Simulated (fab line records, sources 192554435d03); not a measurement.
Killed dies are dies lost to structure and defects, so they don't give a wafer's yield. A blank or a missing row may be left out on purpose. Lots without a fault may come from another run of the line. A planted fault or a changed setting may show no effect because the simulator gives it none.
fab line records | flow n5_finfet
record lots=6 wafers=18 last_day=17
route steps=1938 shown BEOL_M12@1604 PASSIVATION@1936
lots that met no fault: from a run of the same line without faults
start_h: hours from the record's first day to the start of the lot's first wafer shown | wait_h: hours since the lot's step before | " the same as in the row above | L1.1+2: a row that stands for several wafers | - no value, or no start given | * or withheld: withheld | < > ~ a bound
route shown NAME@n: a module of which the file shows steps, and the number in the route of the first | usual: mean/standard deviation of fault-free wafers | same: alike in all rows | chamber/n: place in a boat | sites: the reading at each site | _std_site: their standard deviation | _edge_site: outer sites' mean less inner sites' | radius_mm: how far each site lies from the wafer's centre | mask NAME#n: copy n | behind: the tool/chamber that last shaped the wafer | hold: why the lot was held/for how many hours/how that ended | device: the transistor (n, p or np) that didn't switch | end of line: the same wafers' tests at the end of the route | a step without rows: its recipe alone | killed: dies lost to structure and defects at the first sort, not the wafer's yield | map: a wafer's dies, x killed, . not, _ none there
set.NAME: the setting as run; set.NAME@STEP: as run at that earlier step | model.NAME: the simulator's own value behind a step, which no gauge read
lots at some steps of the route; a table a step, a row a wafer
services: from which hour (start_h, from the record's first day; less than 0 if before it) a tool's chamber was out of use, for how many hours, and why
## steps
# step N5_BEOL_M12_COAT_58
# recipe resist=BARC temp_c=205 time_s=60 spin_rpm=1500 resist_thk_nm=89
# step N5_BEOL_M12_COAT_04
# recipe spin_rpm=1625 resist_thk_nm=400
# step N5_BEOL_M12_EBR_06
# recipe solvent=PGMEA ebr_width_mm=1.5
# step N5_BEOL_M12_SOFTBAKE_05
# recipe temp_c=130 time_s=60
# step N5_BEOL_M12_EXPOSE_07
# recipe mask_id=V11 na=0.93 source_shape=conventional sigma_outer=0.6 polarization=unpolarized attpsm_phase_deg=180 dose_mj=32.5
# step N5_BEOL_M12_PEB_08
# recipe peb_temp_c=130 peb_time_s=90
# step N5_BEOL_M12_DEVELOP_09
# recipe develop_time_s=45 rinse_liquid=diw dry=air_spin dev_temp_c=21
# step N5_BEOL_M12_HARDBAKE_14
# recipe temp_c=130 time_s=120
# step N5_BEOL_M12_CD_MEAS_10
# recipe target_cd_nm=140 landing_energy_ev=500 detector=se_inlens polarity=opening
# usual cd_nm=139.4/1.4
# columns lot.wafer tool chamber start_h wait_h cd_nm
L313.1 cd_sem-03 0 223.28 - 141.4
L313.5 " 0 " " 141.1
L313.6 " 0 " " 139.0
L323.1 cd_sem-03 0 308.92 - 140.1
L323.5 " 0 " " 139.3
L323.6 " 0 " " 139.3
L324.4 cd_sem-02 0 319.39 - 139.1
L324.5 " 0 " " 139.4
L324.6 " 0 " " 137.5
L326.1 cd_sem-01 0 329.26 - 142.0
L326.3 " 0 " " 141.2
L326.6 " 0 " " 141.5
L331.1 cd_sem-02 0 344.24 - 139.6
L331.3 " 0 " " 137.6
L331.4 " 0 " " 137.9
L333.4 cd_sem-01 0 372.63 - 140.0
L333.5 " 0 " " 141.2
L333.6 " 0 " " 140.7
# step N5_BEOL_M12_OVL_MEAS_11
# recipe points_per_wafer=44
# usual V11_OVL=-1/5.5
# columns lot.wafer tool chamber start_h wait_h V11_OVL[nm]
L313.1 overlay-01 0 223.31 0.0 1
L313.5 " 0 " " 3
L313.6 " 0 " " 0
L323.1 overlay-01 0 308.95 0.0 -5
L323.5 " 0 " " -1
L323.6 " 0 " " -12
L324.4 overlay-01 0 319.42 0.0 -1
L324.5 " 0 " " 2
L324.6 " 0 " " 3
L326.1 overlay-02 0 329.29 0.0 1
L326.3 " 0 " " 5
L326.6 " 0 " " 7
L331.1 overlay-02 0 344.27 0.0 -16
L331.3 " 0 " " -13
L331.4 " 0 " " -14
L333.4 overlay-02 0 372.65 0.0 -3
L333.5 " 0 " " -2
L333.6 " 0 " " -1
# step N5_BEOL_M12_INSPECT_12
# recipe mode=adi inspect_instrument=macro
# usual raw_defect_count=2.1/1.6
# columns lot.wafer tool chamber start_h wait_h raw_defect_count
L313.1 defect_inspect-02 - 223.33 0.0 3
L313.5 " - " " 2
L313.6 " - " " 0
L323.1 defect_inspect-01 - 308.97 0.0 3
L323.5 " - " " 1
L323.6 " - " " 1
L324.4 defect_inspect-02 - 319.45 0.0 2
L324.5 " - " " 5
L324.6 " - " " 1
L326.1 defect_inspect-01 - 329.31 0.0 3
L326.3 " - " " 4
L326.6 " - " " 3
L331.1 defect_inspect-01 - 344.30 0.0 2
L331.3 " - " " 1
L331.4 " - " " 2
L333.4 defect_inspect-02 - 372.68 0.0 4
L333.5 " - " " 5
L333.6 " - " " 0
# step N5_BEOL_M12_DESCUM_15
# recipe chemistry=O2 time_s=7.9 source_power_w=50 bias_power_w=20 pressure_mtorr=20 rf_frequency_hz=2.712e+07 temp_c=40 o2_flow_sccm=225
# usual drypump_motor_current_A=5.5/0.36 oes_product_au=0.81/0.082 rf_fwd_power_W=49.35/0.22 rf_vpp_V=243.5/1.2 showerhead_plenum_p_Torr=2.11/0.059 temp_c=39.98/0.11 throttle_valve_pct=20.41/0.16
# columns lot.wafer tool chamber start_h wait_h drypump_motor_current_A oes_product_au rf_fwd_power_W rf_hours_counter_h rf_vpp_V showerhead_plenum_p_Torr temp_c throttle_valve_pct
L313.1 rie_diel-01 3 223.37 0.0 5.7 0.87 49.33 57 241.3 2.04 40.12 20.28
L313.5 " 2 " " 6.1 0.86 49.00 - 244.3 2.22 40.03 20.30
L313.6 " 1 " " 5.9 0.68 49.00 - 244.2 2.14 40.03 20.44
L323.1 rie_diel-01 1 309.01 0.0 5.9 0.96 48.75 4 243.2 2.13 40.14 20.09
L323.5 " 0 " " 5.2 0.82 49.38 - 244.2 2.19 40.04 20.23
L323.6 " 3 " " 5.6 0.83 49.28 - 242.2 2.03 39.81 20.33
L324.4 rie_diel-04 1 319.49 0.0 5.4 0.83 49.63 77 242.8 2.03 39.89 20.44
L324.5 " 2 " " 5.4 0.81 49.41 - 243.8 2.11 40.08 20.52
L324.6 " 3 " " 5.6 0.80 49.27 - 244.3 2.11 39.97 20.53
L326.1 rie_diel-01 3 329.35 0.0 5.7 0.82 49.40 89 242.3 2.03 39.95 20.33
L326.3 " 0 " " 5.3 0.81 49.39 104 245.9 2.19 40.00 20.24
L326.6 " 1 " " 5.9 0.93 48.91 - 244.2 2.13 39.92 20.10
L331.1 rie_diel-04 3 344.33 0.0 5.6 0.79 49.30 109 242.9 2.11 39.97 20.54
L331.3 " 2 " " 5.4 0.80 49.21 124 243.0 2.11 40.07 20.56
L331.4 " 1 " " 5.4 0.82 49.42 86 243.1 2.03 39.97 20.44
L333.4 rie_diel-02 3 372.71 0.0 5.1 0.67 49.05 246 243.6 2.14 39.89 20.44
L333.5 " 3 " " 5.1 0.68 49.05 - 243.2 2.14 39.84 20.41
L333.6 " 0 " " 5.6 0.88 49.56 - 244.9 2.13 40.09 20.58
# step N5_BEOL_M12_ETCH_59
# recipe chemistry=N2/H2 target=BARC target_depth_a=890 overetch_a=267 time_s=67.9 ion_energy_ev=200 pressure_mtorr=30 source_w=840 bias_w=150 n2_flow_sccm=200 h2_flow_sccm=200
# usual drypump_motor_current_A=5.5/0.36 h2_flow_sccm=200.1/0.6 oes_product_au=0.69/0.067 rf_fwd_power_W=833/3.1 rf_vpp_V=524.4/2.2 showerhead_plenum_p_Torr=2.57/0.072 throttle_valve_pct=17.84/0.19
# columns lot.wafer tool chamber start_h wait_h drypump_motor_current_A h2_flow_sccm oes_product_au rf_fwd_power_W rf_hours_counter_h rf_vpp_V showerhead_plenum_p_Torr throttle_valve_pct
L313.1 rie_diel-01 3 223.40 0.0 5.7 200.5 0.73 833 57 521.9 2.48 17.67
L313.5 " 2 " " 6.1 199.7 0.73 828 - 527.8 2.68 17.62
L313.6 " 1 " " 5.9 200.1 0.58 827 - 525.5 2.61 18.00
L323.1 rie_diel-01 1 309.04 0.0 5.9 201.3 0.82 835 4 525.1 2.60 17.61
L323.5 " 0 " " 5.3 201.1 0.70 832 - 527.3 2.67 17.68
L323.6 " 3 " " 5.7 179.3 0.71 835 - 522.3 2.40 17.20
L324.4 rie_diel-04 1 319.52 0.0 5.4 199.5 0.70 835 77 520.5 2.47 17.93
L324.5 " 2 " " 5.4 198.7 0.68 831 - 523.1 2.56 17.98
L324.6 " 3 " " 5.6 199.8 0.68 833 - 525.3 2.56 17.87
L326.1 rie_diel-01 3 329.38 0.0 5.7 179.9 0.70 837 89 520.7 2.40 17.21
L326.3 " 0 " " 5.3 199.3 0.70 832 104 526.8 2.67 17.72
L326.6 " 1 " " 5.9 200.8 0.81 828 - 525.3 2.60 17.59
L331.1 rie_diel-04 3 344.37 0.0 5.6 201.1 0.67 835 109 523.9 2.55 17.90
L331.3 " 2 " " 5.5 201.0 0.67 832 124 523.6 2.56 18.01
L331.4 " 1 " " 5.4 199.9 0.70 835 86 523.2 2.47 17.95
L333.4 rie_diel-02 3 372.75 0.0 5.1 199.4 0.59 832 246 526.4 2.61 17.90
L333.5 " 3 " " 5.1 199.5 0.59 831 - 525.4 2.61 17.92
L333.6 " 0 " " 5.7 200.5 0.75 836 - 524.7 2.60 18.07
# step N5_BEOL_M12_VIA_ETCH_16
# recipe chemistry=C4F8/O2/Ar target=SiOC pressure_mtorr=30 source_w=3000 bias_w=700 Ar_flow_sccm=400 C4F8_flow_sccm=15 O2_flow_sccm=8 he_inner_torr=15 he_outer_torr=30 target_depth_a=7248 time_s=withheld ion_energy_ev=250 ends=cleared
# usual drypump_motor_current_A=5.5/0.36 oes_product_au=0.73/0.074 rf_fwd_power_W=2991/9.3 rf_vpp_V=666.2/2.8 showerhead_plenum_p_Torr=3.44/0.092 throttle_valve_pct=24.16/0.16
# columns lot.wafer tool chamber start_h wait_h drypump_motor_current_A oes_product_au rf_fwd_power_W rf_vpp_V showerhead_plenum_p_Torr throttle_valve_pct
L313.1 rie_diel-01 3 223.45 0.0 5.7 0.78 2991 661.6 3.33 24.00
L313.5 " 2 " " 6.1 0.77 2984 670.9 3.59 23.99
L313.6 " 1 " " 5.9 0.61 2996 667.6 3.51 24.27
L323.1 rie_diel-01 1 309.09 0.0 5.9 0.87 2982 667.8 3.50 23.97
L323.5 " 0 " " 5.3 0.74 2983 670.8 3.57 24.01
L323.6 " 3 " " 5.7 0.75 2998 661.6 3.31 24.04
L324.4 rie_diel-04 1 319.57 0.0 5.4 0.75 2986 662.0 3.32 24.16
L324.5 " 2 " " 5.4 0.73 3002 664.8 3.44 24.30
L324.6 " 3 " " 5.6 0.72 2984 665.8 3.44 24.29
L326.1 rie_diel-01 3 329.43 0.0 5.7 0.74 2991 661.6 3.31 24.07
L326.3 " 0 " " 5.3 0.73 2995 669.7 3.57 24.03
L326.6 " 1 " " 5.9 0.84 2989 668.1 3.50 23.98
L331.1 rie_diel-04 3 344.42 0.0 5.6 0.71 2975 665.7 3.44 24.31
L331.3 " 2 " " 5.5 0.72 2977 666.2 3.44 24.31
L331.4 " 1 " " 5.4 0.73 2995 662.5 3.32 24.21
L333.4 rie_diel-02 3 372.80 0.0 5.1 0.61 2973 668.8 3.50 24.24
L333.5 " 3 " " 5.1 0.61 2990 666.0 3.50 24.23
L333.6 " 0 " " 5.7 0.80 2973 666.9 3.46 24.30
# step N5_PASSIVATION_PROBE_49
# usual defect_limited_yield=91.2/1.4 killed_at_M0_to_M3=34/10 killed_at_M4_up=13/5.1 killed_at_contacts=12/6.5 killed_at_front_end=41/11 killed_at_other=4/3.3 killed_dies=104/16 killed_open=69/13 killed_short=33/7 sort_bin_5_function=5.1/0.91 sort_bin_6_memory=3.3/0.69 sort_n_pass=1076/16 sort_yield_pct=91.2/1.4
# same gross_dies=1180 killed_at_back_side=0 sort_bin_4_leakage[%]=0 sort_bin_8_speed[%]=0
# columns lot.wafer tool chamber start_h wait_h defect_limited_yield[%] killed_at_M0_to_M3 killed_at_M4_up killed_at_contacts killed_at_front_end killed_at_other killed_dies killed_open killed_short sort_bin_5_function[%] sort_bin_6_memory[%] sort_n_pass sort_yield_pct[%]
L323.1 prober-02 - 344.00 0.0 91.9 36 14 6 40 0 96 65 31 4.7 3.4 1084 91.9
L323.5 prober-02 - 344.20 0.2 90.3 57 10 10 37 1 115 81 34 5.6 3.9 1065 90.3
L323.6 prober-02 - 344.25 0.3 88.5 54 11 5 62 4 136 100 35 6.7 4.6 1044 88.5
L331.1 prober-02 - 385.87 0.0 91.0 36 17 6 46 1 106 71 35 5.2 3.3 1074 91.0
L331.4 prober-02 - 386.02 0.2 90.7 34 22 5 45 4 110 78 30 5.4 3.3 1070 90.7
# killed by level:class
L323.1 STI_FIN_REVEAL:geometric_particle:open=15 BEOL_M2:geometric_particle:open=8 BEOL_M1:geometric_particle:open=6 FIN_SAQP:geometric_particle:short=5 MOL_CONTACT_COAG:geometric_particle:open=5 BEOL_M0_SAQP:geometric_particle:open=5 FIN_SAQP:geometric_particle:open=4 BEOL_M0:geometric_particle:open=4
L323.5 STI_FIN_REVEAL:geometric_particle:open=15 BEOL_M0_SAQP:geometric_particle:open=14 BEOL_M0_SAQP:geometric_particle:short=12 BEOL_M3:geometric_particle:open=9 FIN_SAQP:geometric_particle:open=8 BEOL_M0:geometric_particle:open=8 FIN_SAQP:geometric_particle:short=6 MOL_CONTACT_COAG:geometric_particle:open=6
L323.6 STI_FIN_REVEAL:geometric_particle:open=25 FIN_SAQP:geometric_particle:open=15 BEOL_M1:geometric_particle:open=14 BEOL_M0_SAQP:geometric_particle:open=12 BEOL_M0_SAQP:geometric_particle:short=9 BEOL_M0:geometric_particle:open=8 BEOL_M3:geometric_particle:open=7 FIN_SAQP:geometric_particle:short=5
L331.1 STI_FIN_REVEAL:geometric_particle:open=10 FIN_SAQP:geometric_particle:short=9 FIN_SAQP:geometric_particle:open=8 BEOL_M1:geometric_particle:open=8 BEOL_M3:geometric_particle:open=7 BEOL_M4:geometric_particle:open=7 BEOL_M2:geometric_particle:open=6 BEOL_M0_SAQP:geometric_particle:short=5
L331.4 BEOL_M4:geometric_particle:open=14 STI_FIN_REVEAL:geometric_particle:open=13 FIN_SAQP:geometric_particle:open=9 BEOL_M3:geometric_particle:open=8 FIN_SAQP:geometric_particle:short=7 BEOL_M0:geometric_particle:open=5 ILD0:geometric_particle:short=4 MOL_CONTACT_COAG:geometric_particle:open=4
## services
# columns tool chamber start_h hours kind
rie_diel-04 1 207.48 14.3 repair
rie_diel-04 - 209.64 0.6 repair
rie_diel-04 0 217.81 6.3 repair
rie_diel-02 2 227.15 4.2 repair
rie_diel-01 - 238.63 15.6 pm
rie_diel-02 2 252.28 2.4 repair
rie_diel-02 0 259.23 - clean
rie_diel-02 0 259.23 - consumable_replace:focus_ring
rie_diel-02 0 259.23 17.7 scheduled_down
rie_diel-02 0 259.23 17.7 vent_cycle
rie_diel-01 0 259.64 4.1 repair
rie_diel-02 - 260.12 2.8 pm
rie_diel-04 0 267.31 - clean
rie_diel-04 0 267.31 - consumable_replace:focus_ring
rie_diel-04 0 267.31 12.7 scheduled_down
rie_diel-04 0 267.31 12.7 vent_cycle
rie_diel-01 1 277.87 - clean
rie_diel-01 1 277.87 - consumable_replace:focus_ring
rie_diel-01 1 277.87 19.3 scheduled_down
rie_diel-01 1 277.87 19.3 vent_cycle
rie_diel-04 - 297.70 2.8 pm
rie_diel-01 - 310.45 2.8 pm
rie_diel-01 0 331.37 1.3 repair
rie_diel-01 - 334.23 0.9 repair
## key
first_sign step=N5_BEOL_M12_ETCH_59 reading=h2_flow_sccm direction=down sigmas=34 usual=200.1 struck=179.6
effect step=N5_BEOL_M12_ETCH_59 reading=throttle_valve_pct direction=down sigmas=3.4 usual=* struck=*
met_at N5_BEOL_M12_ETCH_59
struck_wafers L323.6,L326.1
onset_between 223.40 309.04
fault kind=process_parameter_drift tool=rie_diel-01 chamber=3 onset_h=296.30 steps=N5_BEOL_M12_ETCH_59 channel=h2_flow_sccm offset=-20 shape=step end_h=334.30 acts_in=these_recipes_only stated=200
